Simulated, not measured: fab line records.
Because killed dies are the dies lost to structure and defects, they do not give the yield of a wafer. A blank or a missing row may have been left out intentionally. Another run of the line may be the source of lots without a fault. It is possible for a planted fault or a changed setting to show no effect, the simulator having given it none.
Matching of chambers    flow n5 finfet    N5_BEOL_M14_DESCUM_33 on rie diel-06: 4 sister chambers
The step chemistry O2, time 7.9 s. 8 wafers are shown with their chamber, then 8 later ones without.

## WAFERS PAIRED WITH THEIR CHAMBERS
wafer   chamber  drypump motor current A (A)  throttle valve pct (%)
L074.4  1        6.2                          20.45
L084.2  1        6.1                          20.10
L084.4  3        5.1                          20.52
L084.6  2        5.2                          20.34
L087.1  2        5.3                          20.38
L087.2  0        5.3                          20.75
L087.3  3        5.1                          20.53
L088.1  0        5.3                          20.73

## WAFERS WITHOUT THEIR CHAMBER
wafer   drypump motor current A (A)  throttle valve pct (%)
L088.3  5.1                          20.54
L088.4  6.1                          20.11
L093.1  5.1                          20.53
L093.4  5.3                          20.74
L093.6  5.3                          20.37
L096.3  6.1                          20.13
L096.4  5.3                          20.36
L096.6  5.1                          20.55

## THE CHAMBER EACH PASSED THROUGH
wafer   from the rows above      in truth
L088.3  3                        3
L088.4  1                        1
L093.1  3                        3
L093.4  0                        0
L093.6  can't be placed: 2 or 0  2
L096.3  1                        1
L096.4  2                        2
L096.6  3                        3
Correctly placed: 7 of 8. Cannot be placed on the basis of these rows: 1; the candidates contain the true chamber in 1. Wrongly placed: 0.
How it was worked out, from the rows above alone: a wafer's distance from a chamber is the root of the sum, over the readings, of the square of ((its reading less the chamber's mean) divided by the reading's scatter). The wafer belongs to the nearest chamber; if the next one is less than 2 further off, it can't be placed. For every chamber, the mean is computed from those of its wafers that are shown. The scatter: take each reading less its chamber's mean, square it, sum over the shown wafers, divide by the number of wafers less the number of chambers, and take the root.
